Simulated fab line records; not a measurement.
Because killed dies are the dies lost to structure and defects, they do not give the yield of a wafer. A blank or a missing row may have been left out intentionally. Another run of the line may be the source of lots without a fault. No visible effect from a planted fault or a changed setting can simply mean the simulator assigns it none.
Matching of chambers	flow n5 finfet	4 sister chambers for N5_FIN_SAQP_ETCH_65 on rie si-06
The step etches SiO2 in CF4, target depth 4 nm, time 4.4 s. 7 wafers are shown with their chamber, then 8 later ones without.

## EACH WAFER AND ITS CHAMBER
wafer	chamber	throttle valve pct (%)	he backside leak sccm (sccm)
L075.2	1	21.39	2.5
L079.4	2	22.07	2.4
L080.6	0	22.11	2.9
L081.3	0	22.11	3.1
L081.4	3	21.92	3.2
L081.5	2	22.05	2.4
L085.1	3	21.92	3.2

## WAFERS WHOSE CHAMBER IS MISSING
wafer	throttle valve pct (%)	he backside leak sccm (sccm)
L085.5	21.37	2.5
L085.6	22.11	3.0
L088.1	21.38	2.5
L088.4	21.93	3.3
L088.5	21.39	2.5
L089.1	21.94	3.1
L089.3	22.11	3.0
L089.4	21.38	2.6

## THE CHAMBER EACH PASSED THROUGH
wafer	from the rows above	in truth
L085.5	1	1
L085.6	0	0
L088.1	1	1
L088.4	3	3
L088.5	1	1
L089.1	3	3
L089.3	0	0
L089.4	1	1
8 of 8 placed correctly. Left unplaced by these rows: 0. 0 placed wrongly.
How it was worked out, from the rows above alone: a wafer's distance from a chamber is the root of the sum, over the readings, of the square of ((its reading less the chamber's mean) divided by the reading's scatter). If the next closest chamber is less than 2 further off than the closest, the wafer can't be placed; otherwise it belongs to the closest. The mean given for a chamber averages the wafers shown for that chamber. The scatter is the square root of a quotient: the sum, over the shown wafers, of each reading's squared deviation from its chamber's mean, divided by wafers minus chambers.
